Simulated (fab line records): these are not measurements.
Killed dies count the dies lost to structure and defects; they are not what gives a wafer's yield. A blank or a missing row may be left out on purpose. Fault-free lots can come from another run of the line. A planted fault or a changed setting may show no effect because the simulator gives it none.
Matching of chambers	flow nandHarc	NHARC_THIN_TSV_CMP_21 on cmp-01 has 4 sister chambers
The step polishes, t overpolish 30 s, target thk 2000 nm. 8 wafers are shown with their chamber, then 7 later ones without.

## EACH WAFER AND ITS CHAMBER
wafer	chamber	motorCurrentA (A)	overpolishRunS (s)
L612.3	0	13.7	30.004
L614.5	0	14.1	30.010
L611.6	2	12.9	30.016
L618.1	3	12.3	30.011
L618.5	1	10.0	29.986
L618.6	2	13.3	30.002
L622.1	3	12.3	29.993
L622.3	1	10.4	30.003

## WAFERS WITH NO CHAMBER GIVEN
wafer	motorCurrentA (A)	overpolishRunS (s)
L622.4	13.5	29.987
L623.1	12.8	29.998
L623.3	10.0	29.996
L623.4	13.3	29.994
L630.3	13.5	29.998
L630.4	12.4	30.015
L630.5	13.0	29.996

## WHICH CHAMBER EACH WENT THROUGH
wafer	from the rows above	in truth
L622.4	can't be placed: 0 or 2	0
L623.1	can't be placed: 2 or 3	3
L623.3	1	1
L623.4	can't be placed: 2 or 0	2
L630.3	can't be placed: 0 or 2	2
L630.4	can't be placed: 3 or 2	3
L630.5	can't be placed: 2 or 3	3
Placed correctly: 1 of 7. Can't be placed from these rows: 6 (the true chamber is among the candidates in 6). Wrongly placed: 0.
How it was worked out, from the rows above alone: a wafer's distance from a chamber is the root of the sum, over the readings, of the square of ((its reading less the chamber's mean) divided by the reading's scatter). If the next closest chamber is less than 2 further off than the closest, the wafer can't be placed; otherwise it belongs to the closest. For every chamber, the mean is computed from those of its wafers that are shown. How the scatter is found: for the shown wafers, subtract from each reading the mean of its chamber, square and add these, divide the total by (wafers less chambers), then take the root.
